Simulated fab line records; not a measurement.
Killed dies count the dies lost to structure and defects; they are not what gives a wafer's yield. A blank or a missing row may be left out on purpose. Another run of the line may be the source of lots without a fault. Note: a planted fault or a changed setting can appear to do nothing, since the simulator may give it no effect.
Split-lot study | flow n5Finfet | route with 1938 steps; 7 lots, 21 wafers read

## SPLIT DETAILS
At N5_BEOL_M1_COAT_62 (time 60 s, resist thk 12 nm), the setting spinRpm was moved away from the recipe's 1500 rpm on 7 of the 21 wafers read, by -8.7% to -5.5%. All remaining wafers had this setting at the recipe value.

The reading comes from the split's own step.

## THE READING
SiARC_of_BEOL_M1_COAT_62.thkNm (the simulator's own value, which no gauge read), in nm, at N5_BEOL_M1_COAT_62 (time 60 s, resist thk 12 nm). The file gives no usual value for it.

wafer  | tool, chamber at the split | spinRpm as run, rpm | against the recipe | SiARC_of_BEOL_M1_COAT_62.thkNm, nm | against lot-mates on the recipe
L076.3 | lithoTrack-02, 0           | 1500                | recipe             | 12                                 | -
L076.6 | lithoTrack-02, 0           | 1500                | recipe             | 12                                 | -
L076.4 | lithoTrack-02, 0           | 1408                | -6.1%              | 12.4                               | +0.4
L077.1 | lithoTrack-02, 0           | 1500                | recipe             | 12                                 | -
L077.2 | lithoTrack-02, 0           | 1500                | recipe             | 12                                 | -
L077.6 | lithoTrack-02, 0           | 1500                | recipe             | 12                                 | -
L079.2 | lithoTrack-03, 0           | 1500                | recipe             | 12                                 | -
L079.4 | lithoTrack-03, 0           | 1500                | recipe             | 12                                 | -
L079.6 | lithoTrack-03, 0           | 1500                | recipe             | 12                                 | -
L081.2 | lithoTrack-03, 0           | 1500                | recipe             | 12                                 | -
L081.3 | lithoTrack-03, 0           | 1393                | -7.1%              | 12.4                               | +0.4
L081.6 | lithoTrack-03, 0           | 1393                | -7.1%              | 12.4                               | +0.4
L080.1 | lithoTrack-02, 0           | 1500                | recipe             | 12                                 | -
L080.5 | lithoTrack-02, 0           | 1500                | recipe             | 12                                 | -
L080.4 | lithoTrack-02, 0           | 1410                | -6.0%              | 12.4                               | +0.4
L084.2 | lithoTrack-02, 0           | 1417                | -5.5%              | 12.4                               | +0.4
L084.4 | lithoTrack-02, 0           | 1500                | recipe             | 12                                 | -
L084.6 | lithoTrack-02, 0           | 1500                | recipe             | 12                                 | -
L085.1 | lithoTrack-02, 0           | 1500                | recipe             | 12                                 | -
L085.3 | lithoTrack-02, 0           | 1370                | -8.7%              | 12.6                               | +0.6
L085.6 | lithoTrack-02, 0           | 1370                | -8.7%              | 12.6                               | +0.6

THE FIT
A straight line over all 21 wafers: SiARC_of_BEOL_M1_COAT_62.thkNm changes by -0.0651 nm for each +1% of spinRpm; r = -0.99; the points scatter about the line by 0.026 nm.
The same after taking each lot's own level away (the mean of its wafers on the recipe; 21 wafers): -0.0651 nm for each +1%; r = -0.99; scatter 0.026 nm.
Per that fit: largest spinRpm move, reading shift of 0.56 nm.
The lots' own levels span 12.00 to 12.00 nm.
So the lot-to-lot level changes the slope little: the two slopes agree.
Check: for one of the wafers moved furthest among these (-8.7%), held out of the fit, the line's prediction against its lot-mates is +0.554 nm. It came out at +0.6 nm against them.

## THE OTHER SPLITS THESE WAFERS WENT THROUGH
Other splits were also applied to these wafers ahead of the reading. Each is held against what the fit with the lots' levels taken away leaves over:
other split on the same wafers              | wafers away from the commonest value | r with SiARC_of_BEOL_M1_COAT_62.thkNm (lot level and that fit taken away)
N5_HKMG_FIN_COAT_06 spinRpm                 | 6                                    | -0.12
N5_MOL_CONTACT_COAG_CONTACT_ETCH_14 sourceW | 8                                    | -0.55
N5_MOL_CONTACT_COAG_ETCH_91 timeS           | 8                                    | -0.24
N5_MOL_CONTACT_COAG_COAT_62 spinRpm         | 7                                    | -0.15
N5_BEOL_M0_SAQP_ETCH_88 sourceW             | 9                                    | +0.15
N5_BEOL_M0_CUTY_EXPOSE_54 doseMj            | 9                                    | +0.35

## THE FILE'S OWN FIT
SiARC_of_BEOL_M1_COAT_62.thkNm changes by -0.0657 nm for each +1% of spinRpm, r = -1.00.
